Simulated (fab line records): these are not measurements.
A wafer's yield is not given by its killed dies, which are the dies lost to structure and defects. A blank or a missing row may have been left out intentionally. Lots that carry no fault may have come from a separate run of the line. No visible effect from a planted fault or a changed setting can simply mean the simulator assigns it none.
Chamber matching / flow nand_harc / rie_diel-11 running NHARC_A_BONDPAD_ETCH_34: 4 sister chambers
The step etches the open film in N2/H2, target depth 60 nm, overetch 18 nm, time 65.91 s. 16 wafers are shown with their chamber, then 7 later ones without.

== WAFERS, EACH WITH ITS CHAMBER ==
wafer=L980.1; chamber=1; rf_vpp_V (V)=430.1; run_length_s (s)=88.3; oes_product_au (a.u.)=0.999
wafer=L980.3; chamber=2; rf_vpp_V (V)=425.7; run_length_s (s)=87.6; oes_product_au (a.u.)=1.012
wafer=L980.6; chamber=2; rf_vpp_V (V)=425.9; run_length_s (s)=87.3; oes_product_au (a.u.)=1.015
wafer=L986.1; chamber=2; rf_vpp_V (V)=426.9; run_length_s (s)=87.2; oes_product_au (a.u.)=1.007
wafer=L986.5; chamber=2; rf_vpp_V (V)=424.9; run_length_s (s)=87.7; oes_product_au (a.u.)=1.015
wafer=L993.2; chamber=0; rf_vpp_V (V)=433.0; run_length_s (s)=87.3; oes_product_au (a.u.)=1.001
wafer=L993.3; chamber=2; rf_vpp_V (V)=426.4; run_length_s (s)=87.8; oes_product_au (a.u.)=1.014
wafer=L993.4; chamber=1; rf_vpp_V (V)=428.8; run_length_s (s)=87.7; oes_product_au (a.u.)=0.998
wafer=L994.3; chamber=1; rf_vpp_V (V)=428.3; run_length_s (s)=87.7; oes_product_au (a.u.)=1.004
wafer=L994.4; chamber=2; rf_vpp_V (V)=426.7; run_length_s (s)=87.3; oes_product_au (a.u.)=1.009
wafer=L994.6; chamber=1; rf_vpp_V (V)=430.5; run_length_s (s)=88.2; oes_product_au (a.u.)=1.004
wafer=L995.4; chamber=2; rf_vpp_V (V)=427.6; run_length_s (s)=87.6; oes_product_au (a.u.)=1.006
wafer=L995.5; chamber=3; rf_vpp_V (V)=430.1; run_length_s (s)=86.9; oes_product_au (a.u.)=1.000
wafer=L995.6; chamber=0; rf_vpp_V (V)=433.4; run_length_s (s)=87.2; oes_product_au (a.u.)=1.003
wafer=L996.1; chamber=1; rf_vpp_V (V)=429.6; run_length_s (s)=87.8; oes_product_au (a.u.)=0.991
wafer=L996.4; chamber=0; rf_vpp_V (V)=431.0; run_length_s (s)=87.7; oes_product_au (a.u.)=1.002

SIGNATURES (means of the wafers above)
reading=rf_vpp_V; chamber 0=432.467; chamber 1=429.460; chamber 2=426.300; chamber 3=430.100; scatter within a chamber=0.97
reading=run_length_s; chamber 0=87.400; chamber 1=87.940; chamber 2=87.500; chamber 3=86.900; scatter within a chamber=0.257
reading=oes_product_au; chamber 0=1.00200; chamber 1=0.99920; chamber 2=1.01114; chamber 3=1.00000; scatter within a chamber=0.00412
Rule: a wafer lies at a distance from a chamber equal to the root of the sum of squares, over the readings, of (its reading less the chamber's mean, divided by the reading's scatter). If the next closest chamber is less than 2 further off than the closest, the wafer can't be placed; otherwise it belongs to the closest. The scatter: take each reading less its chamber's mean, square it, sum over the shown wafers, divide by the number of wafers less the number of chambers, and take the root.

== WAFERS WITH NO CHAMBER GIVEN ==
wafer=L996.6; rf_vpp_V (V)=430.0; run_length_s (s)=86.9; oes_product_au (a.u.)=1.002
wafer=L997.2; rf_vpp_V (V)=429.8; run_length_s (s)=88.5; oes_product_au (a.u.)=0.991
wafer=L997.3; rf_vpp_V (V)=431.5; run_length_s (s)=86.9; oes_product_au (a.u.)=1.004
wafer=L997.5; rf_vpp_V (V)=431.6; run_length_s (s)=86.9; oes_product_au (a.u.)=1.005
wafer=L998.3; rf_vpp_V (V)=429.6; run_length_s (s)=88.1; oes_product_au (a.u.)=1.001
wafer=L998.4; rf_vpp_V (V)=431.7; run_length_s (s)=87.2; oes_product_au (a.u.)=1.023
wafer=L998.5; rf_vpp_V (V)=430.0; run_length_s (s)=87.9; oes_product_au (a.u.)=1.003

== CHAMBER TAKEN BY EACH ==
wafer=L996.6; from the rows above=3; in truth=3
wafer=L997.2; from the rows above=1; in truth=1
wafer=L997.3; from the rows above=can't be placed: 3 or 0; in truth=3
wafer=L997.5; from the rows above=can't be placed: 3 or 0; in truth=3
wafer=L998.3; from the rows above=1; in truth=1
wafer=L998.4; from the rows above=can't be placed: 0 or 3 or 2 or 1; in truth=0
wafer=L998.5; from the rows above=1; in truth=1
Correctly placed: 4 of 7. Unplaceable from these rows: 3, with the true chamber sitting among the candidates in 3. Placed wrongly: 0.
